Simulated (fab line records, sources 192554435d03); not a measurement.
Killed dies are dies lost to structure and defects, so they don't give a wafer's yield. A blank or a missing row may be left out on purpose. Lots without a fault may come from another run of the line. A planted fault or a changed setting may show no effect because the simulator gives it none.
fab line records | flow n5_finfet
record lots=8 wafers=23 last_day=18
route steps=1938 shown BEOL_M1@787 BEOL_M4@1111
lots that met no fault: from a run of the same line without faults
start_h: hours from the record's first day to the start of the lot's first wafer shown | wait_h: hours since the lot's step before | " the same as in the row above | L1.1+2: a row that stands for several wafers | - no value, or no start given | * or withheld: withheld | < > ~ a bound
route shown NAME@n: a module of which the file shows steps, and the number in the route of the first | usual: mean/standard deviation of fault-free wafers | same: alike in all rows | chamber/n: place in a boat | sites: the reading at each site | _std_site: their standard deviation | _edge_site: outer sites' mean less inner sites' | radius_mm: how far each site lies from the wafer's centre | mask NAME#n: copy n | behind: the tool/chamber that last shaped the wafer | hold: why the lot was held/for how many hours/how that ended | device: the transistor (n, p or np) that didn't switch | end of line: the same wafers' tests at the end of the route | a step without rows: its recipe alone | killed: dies lost to structure and defects at the first sort, not the wafer's yield | map: a wafer's dies, x killed, . not, _ none there
set.NAME: the setting as run; set.NAME@STEP: as run at that earlier step | model.NAME: the simulator's own value behind a step, which no gauge read
steps of the route over a sample of lots; a table a step, a row a wafer
services: from which hour (start_h, from the record's first day; less than 0 if before it) a tool's chamber was out of use, for how many hours, and why
## steps
# step N5_BEOL_M1_OVL_MEAS_29
# recipe points_per_wafer=522
# usual V0_OVL=0.0/0.55
# columns lot.wafer tool chamber start_h wait_h V0_OVL[nm]
L575.2 overlay-02 0 153.25 0.0 0.8
L575.3 " 0 " " 0.4
L575.5 " 0 " " 0.0
L584.2 overlay-02 0 194.89 0.0 0.7
L584.4 " 0 " " 1.1
L584.6 " 0 " " 0.5
L585.1 overlay-02 0 196.66 0.0 -0.3
L585.4 " 0 " " -0.7
L585.5 " 0 " " -0.3
L587.1 overlay-01 0 207.27 0.0 0.0
L587.2 " 0 " " -0.6
L587.3 " 0 " " 0.5
L589.4 overlay-02 0 214.88 0.0 0.7
L589.5 " 0 " " 0.5
L589.6 " 0 " " 0.1
L591.1 overlay-01 0 227.44 0.0 -0.1
L591.3 " 0 " " 0.1
L591.6 " 0 " " 0.0
L595.2 overlay-01 0 257.80 0.0 0.1
L595.4 " 0 " " -0.2
L595.5 " 0 " " 0.4
L596.4 overlay-02 0 273.80 0.0 -0.3
L596.6 " 0 " " 0.6
# step N5_BEOL_M1_ETCH_77
# recipe chemistry=N2/H2 target=underlayer target_depth_a=65 mask_material=CAR-EUV time_s=5.2 ion_energy_ev=200 pressure_mtorr=30 source_w=840 bias_w=150 n2_flow_sccm=200 h2_flow_sccm=200 ends=cleared
# usual bias_w=149.9/0.4 chamber_pressure_mTorr=30.00/0.044 drypump_motor_current_A=5.7/0.4 etch_rf_on_time_s=5.19/0.099 h2_flow_sccm=200.0/0.64 n2_flow_sccm=199.9/0.64 oes_product_au=0.69/0.069 rf_vpp_V=523.5/2.9 showerhead_plenum_p_Torr=2.54/0.09 throttle_valve_pct=17.87/0.2
# columns lot.wafer tool chamber start_h wait_h bias_w chamber_pressure_mTorr drypump_motor_current_A etch_rf_on_time_s h2_flow_sccm n2_flow_sccm oes_product_au rf_hours_counter_h rf_vpp_V showerhead_plenum_p_Torr throttle_valve_pct
L575.2 rie_diel-02 1 153.63 0.0 149.6 29.99 5.2 5.13 199.9 201.7 0.78 17 521.9 2.49 17.55
L575.3 " 0 " " 149.5 30.02 5.0 5.18 199.2 199.5 0.67 139 518.1 2.36 18.01
L575.5 " 0 " " 149.5 30.01 5.0 5.14 198.7 199.8 0.67 - 519.6 2.36 18.00
L584.2 rie_diel-04 1 195.01 0.0 - - - - - - - - - - -
L584.4 " 0 " " - - - - - - - - - - -
L584.6 " 1 " " - - - - - - - - - - -
L585.1 rie_diel-02 1 196.79 0.0 - - - - - - - - - - -
L585.4 " 0 " " - - - - - - - - - - -
L585.5 " 3 " " - - - - - - - - - - -
L587.1 rie_diel-03 3 207.40 0.0 149.4 30.01 6.3 5.25 199.0 200.3 0.68 111 527.6 2.66 17.79
L587.2 " 0 " " 149.8 30.10 5.4 5.19 199.9 200.2 0.62 194 525.6 2.52 18.32
L587.3 " 2 " " 150.3 29.98 5.7 5.19 200.7 199.9 0.71 65 526.5 2.58 17.84
L589.4 rie_diel-04 0 214.99 0.0 149.4 30.02 6.3 5.25 200.2 200.5 0.65 126 516.9 2.34 17.93
L589.5 " 0 " " 149.8 29.93 6.4 5.21 199.9 200.4 0.66 - 519.9 2.34 17.91
L589.6 " 3 " " 149.7 29.91 6.1 4.99 200.2 199.6 0.79 - 522.5 2.49 17.64
L591.1 rie_diel-04 1 227.57 0.0 149.9 29.89 6.2 5.01 198.9 199.6 0.67 114 524.3 2.56 17.84
L591.3 " 0 " " 149.3 29.96 6.4 5.30 198.7 200.4 0.65 129 518.2 2.34 17.90
L591.6 " 2 " " 149.7 30.02 5.5 5.19 200.2 199.2 0.80 - 523.4 2.59 17.67
L595.2 rie_diel-04 2 257.92 0.0 150.4 30.05 5.5 5.26 199.8 200.1 0.77 20 526.0 2.59 17.69
L595.4 " 3 " " 149.7 30.14 6.1 5.02 199.8 197.9 0.77 29 522.5 2.49 17.65
L595.5 " 2 " " 150.0 29.95 5.5 5.27 200.2 199.5 0.77 - 525.5 2.59 17.67
L596.4 rie_diel-02 1 274.13 0.0 149.5 30.02 5.2 5.18 199.5 200.0 0.73 - 523.1 2.48 17.62
L596.6 " 3 " " 149.8 30.00 5.5 5.23 200.3 200.9 0.60 - 524.6 2.52 17.86
# step N5_BEOL_M1_ETCH_70
# recipe chemistry=N2/H2 target=SOC target_depth_a=800 overetch_a=160 mask_material=SiARC temp_c=40 time_s=120 ion_energy_ev=200 pressure_mtorr=30 source_w=840 bias_w=150 n2_flow_sccm=200 h2_flow_sccm=200
# usual bias_w=150.0/0.37 chamber_pressure_mTorr=30.002/0.028 drypump_motor_current_A=5.7/0.42 h2_flow_sccm=200.0/0.67 n2_flow_sccm=200.0/0.55 oes_product_au=0.61/0.059 rf_vpp_V=523.1/2.8 showerhead_plenum_p_Torr=2.52/0.094 throttle_valve_pct=17.82/0.18
# columns lot.wafer tool chamber start_h wait_h bias_w chamber_pressure_mTorr drypump_motor_current_A h2_flow_sccm n2_flow_sccm oes_product_au rf_hours_counter_h rf_vpp_V showerhead_plenum_p_Torr throttle_valve_pct
L575.2 rie_diel-02 0 157.95 0.0 149.9 30.008 5.0 200.3 200.1 0.60 140 518.1 2.36 17.96
L575.3 " 2 " " 149.7 30.001 5.7 199.8 200.2 0.53 218 524.4 2.53 17.82
L575.5 " 1 " " 149.9 30.032 5.2 200.0 200.1 0.69 - 522.3 2.49 17.50
L585.1 rie_diel-02 2 205.53 0.0 150.1 30.022 5.8 200.1 198.4 0.52 232 521.9 2.52 17.85
L585.4 " 3 " " 150.6 29.985 5.4 201.3 199.6 0.56 - 523.7 2.53 17.78
L585.5 " 2 " " 150.4 30.017 5.8 199.7 199.6 0.52 - 520.4 2.52 17.84
L584.2 rie_diel-02 2 208.88 0.0 149.9 30.007 5.8 200.0 199.5 0.52 233 523.6 2.52 17.88
L584.4 " 2 " " 150.7 29.987 5.8 200.5 200.2 0.53 - 522.1 2.52 17.86
L584.6 " 3 " " 149.9 30.028 5.5 200.9 199.5 0.56 - 523.3 2.53 17.79
L587.1 rie_diel-02 1 218.81 0.0 149.5 29.993 5.2 199.8 200.6 0.67 33 522.3 2.49 17.53
L587.2 " 3 " " 149.8 29.955 5.4 200.2 199.4 0.56 172 524.7 2.53 17.79
L587.3 " 0 " " 150.3 30.008 5.0 201.9 200.7 0.59 159 518.6 2.35 18.01
L589.4 rie_diel-02 1 222.42 0.0 150.0 29.929 5.2 199.7 200.6 0.67 34 523.8 2.49 17.52
L589.5 " 0 " " 150.3 30.003 5.0 199.6 200.4 0.59 - 518.7 2.35 18.00
L589.6 " 3 " " 149.8 30.044 5.5 199.2 199.5 0.56 - 523.7 2.53 17.79
L591.1 rie_diel-04 1 229.34 0.0 149.4 30.067 6.2 200.4 200.0 0.60 115 524.2 2.56 17.76
L591.3 " 2 " " 149.9 29.987 5.5 198.7 200.5 0.71 13 524.7 2.59 17.63
L591.6 " 0 " " 149.3 30.001 6.3 202.4 200.8 0.59 - 517.8 2.34 17.86
L595.2 rie_diel-04 1 265.98 0.0 149.9 30.024 6.2 199.0 200.5 0.60 123 526.1 2.56 17.80
L595.4 " 3 " " 149.7 29.944 6.0 199.8 200.4 0.68 30 522.1 2.49 17.62
L595.5 " 0 " " 150.3 29.962 6.3 200.3 199.8 0.58 - 518.6 2.33 17.91
L596.4 rie_diel-03 3 280.82 0.0 150.1 30.008 6.3 200.9 199.5 0.60 131 527.5 2.66 17.80
L596.6 " 2 " " 149.8 30.038 5.7 200.0 200.9 0.62 - 522.6 2.57 17.82
# step N5_BEOL_M1_VIA_ETCH_34
# recipe chemistry=C4F6/O2 target_depth_a=678 mask_material=SOC pressure_mtorr=15 ion_energy_ev=250 taper_deg=4 time_s=64.4 source_w=350 bias_w=170 Ar_flow_sccm=300 C4F6_flow_sccm=10 O2_flow_sccm=10
# usual C4F6_flow_sccm=10.002/0.027 O2_flow_sccm=10.00/0.031 drypump_motor_current_A=5.7/0.42 oes_product_au=0.80/0.083 rf_vpp_V=663/13 showerhead_plenum_p_Torr=2.82/0.1 throttle_valve_pct=30.82/0.24
# columns lot.wafer tool chamber start_h wait_h C4F6_flow_sccm O2_flow_sccm drypump_motor_current_A oes_product_au rf_hours_counter_h rf_vpp_V showerhead_plenum_p_Torr throttle_valve_pct
L575.2 rie_diel-02 0 158.05 0.0 10.042 9.96 5.0 0.78 140 649 2.64 30.96
L575.3 " 2 " " 10.009 10.03 5.8 0.69 218 676 2.82 30.59
L575.5 " 1 " " 10.002 10.02 5.2 0.92 - 656 2.79 30.37
L585.1 rie_diel-02 2 205.63 0.0 9.961 9.99 5.8 0.68 232 675 2.81 30.61
L585.4 " 3 " " 9.977 10.02 5.5 0.72 - 690 2.83 30.75
L585.5 " 2 " " 10.015 9.99 5.8 0.68 - 676 2.81 30.60
L584.2 rie_diel-02 2 208.98 0.0 9.988 9.99 5.8 0.68 233 675 2.81 30.61
L584.4 " 2 " " 10.000 10.02 5.7 0.68 - 675 2.81 30.63
L584.6 " 3 " " 9.984 10.02 5.4 0.73 - 688 2.83 30.72
L587.1 rie_diel-02 1 218.91 0.0 10.000 9.96 5.2 0.89 33 657 2.78 30.37
L587.2 " 3 " " 10.011 9.99 5.5 0.73 172 685 2.83 30.74
L587.3 " 0 " " 10.008 9.98 5.0 0.77 159 650 2.63 30.98
L589.4 rie_diel-02 1 222.52 0.0 9.966 10.00 5.2 0.89 34 655 2.78 30.37
L589.5 " 0 " " 10.015 10.00 5.0 0.78 - 650 2.63 30.96
L589.6 " 3 " " 9.990 9.95 5.5 0.73 - 688 2.83 30.73
L591.1 rie_diel-04 1 229.44 0.0 9.997 9.99 6.2 0.79 115 655 2.86 30.75
L591.3 " 2 " " 10.008 9.99 5.5 0.93 13 655 2.91 30.74
L591.6 " 0 " " 10.030 10.01 6.4 0.77 - 675 2.65 31.17
L595.2 rie_diel-04 1 266.09 0.0 9.994 9.97 6.2 0.78 123 656 2.86 30.73
L595.4 " 3 " " 9.993 9.99 6.0 0.91 30 663 2.79 30.79
L595.5 " 0 " " 10.033 9.99 6.4 0.76 - 671 2.65 31.18
L596.4 rie_diel-03 3 280.92 0.0 10.054 10.04 6.3 0.78 131 649 2.99 31.01
L596.6 " 2 " " 9.931 10.01 5.7 0.82 - 655 2.86 30.59
# step N5_BEOL_M4_RC_MEAS_101
# usual DIBL_N=36.0/1.7 DIBL_P=36.2/2.3 IOFF_N=0.16/0.03 IOFF_P=0.21/0.036 ION_N=679/11 ION_P=465/7.1 SS_N=71.4/0.58 SS_P=73.3/0.75 VT_N=249/3.1 VT_P=-251/3.5
# columns lot.wafer tool chamber start_h wait_h DIBL_N[mV/V] DIBL_P[mV/V] IOFF_N[nA/um] IOFF_P[nA/um] ION_N[uA/um] ION_P[uA/um] SS_N[mV/dec] SS_P[mV/dec] VT_N[mV] VT_P[mV]
L575.2 prober-01 0 189.24 0.2 33.9 33.3 0.14 0.19 673 461 71.0 73.1 248 -250
L575.3 " 0 " " 32.7 31.5 0.12 0.17 665 459 70.9 72.2 252 -253
L575.5 " 0 " " 35.4 35.5 0.15 0.21 683 467 70.4 72.8 249 -249
L585.1 prober-01 0 250.71 0.0 33.8 34.2 0.14 0.20 687 469 71.0 72.1 248 -251
L585.4 " 0 " " 36.4 37.2 0.19 0.24 695 475 72.4 73.2 242 -249
L585.5 " 0 " " 33.5 33.8 0.14 0.19 684 473 70.9 73.0 249 -251
L584.2 prober-02 0 251.29 0.2 36.8 38.0 0.16 0.26 673 465 72.1 73.9 251 -247
L584.4 " 0 " " 38.4 40.1 0.21 0.29 687 475 72.0 74.0 247 -244
L584.6 " 0 " " 36.1 37.2 0.16 0.24 685 473 70.6 72.9 247 -249
L587.1 prober-02 0 256.87 0.0 35.0 34.6 0.13 0.23 676 477 70.9 72.0 248 -246
L587.2 " 0 " " 35.4 34.7 0.14 0.22 680 474 70.7 72.6 250 -246
L587.3 " 0 " " 37.5 37.4 0.17 0.26 680 472 71.7 73.8 249 -244
L589.4 prober-01 0 259.43 0.5 33.6 34.0 0.16 0.19 687 461 71.4 73.0 249 -254
L589.5 " 0 " " 35.7 35.9 0.18 0.20 697 464 71.6 73.0 247 -250
L589.6 " 0 " " 35.5 35.8 0.18 0.21 695 463 71.7 73.6 246 -250
L591.1 prober-01 0 267.34 0.0 36.2 35.9 0.15 0.17 675 463 70.9 73.1 249 -255
L591.3 " 0 " " 34.1 33.0 0.11 0.14 664 456 71.0 72.5 254 -258
L591.6 " 0 " " 34.0 33.6 0.11 0.15 664 462 70.4 71.6 254 -254
L595.2 prober-01 0 313.77 0.2 37.9 36.6 0.17 0.21 691 463 71.6 73.4 248 -250
L595.4 " 0 " " 38.5 37.6 0.20 0.24 696 469 71.7 74.8 245 -247
L595.5 " 0 " " 37.8 37.1 0.19 0.22 703 470 71.1 73.7 245 -249
L596.4 prober-02 0 321.31 0.5 40.8 43.6 0.28 0.32 701 481 72.3 74.5 241 -247
L596.6 " 0 " " 36.5 37.9 0.16 0.22 672 462 72.2 72.9 253 -250
## services
# columns tool chamber start_h hours kind
rie_diel-04 3 136.92 - clean
rie_diel-04 3 136.92 - consumable_replace:focus_ring
rie_diel-04 3 136.92 28.0 scheduled_down
rie_diel-04 3 136.92 28.0 vent_cycle
rie_diel-03 1 144.94 3.3 repair
rie_diel-03 1 148.25 - clean
rie_diel-03 1 148.25 - consumable_replace:esc
rie_diel-03 1 148.25 - consumable_replace:focus_ring
rie_diel-03 1 148.25 23.6 scheduled_down
rie_diel-03 1 148.25 23.6 vent_cycle
rie_diel-04 2 165.08 - clean
rie_diel-04 2 165.08 - consumable_replace:focus_ring
rie_diel-04 2 165.08 20.6 scheduled_down
rie_diel-04 2 165.08 20.6 vent_cycle
rie_diel-02 - 197.02 0.7 repair
rie_diel-02 1 204.40 10.7 repair
rie_diel-03 0 239.43 7.2 repair
rie_diel-02 0 259.82 6.2 repair
rie_diel-02 2 266.34 - clean
rie_diel-02 2 266.34 - consumable_replace:focus_ring
rie_diel-02 2 266.34 18.4 scheduled_down
rie_diel-02 2 266.34 18.4 vent_cycle
rie_diel-04 2 277.56 5.6 repair
## key
first_sign step=N5_BEOL_M1_ETCH_77 reading=tool_record direction=missing
effect none on later readings
met_at N5_BEOL_M1_ETCH_77
struck_lots L584,L585
not_acting_at N5_BEOL_M1_OVL_MEAS_29,N5_BEOL_M1_ETCH_70,N5_BEOL_M1_VIA_ETCH_34
onset_between 153.63 195.01
fault kind=skipped_step_whole tool=rie_diel-02,rie_diel-04 chamber=- onset_h=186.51 steps=N5_BEOL_M1_ETCH_77 scope=struck_lots_only
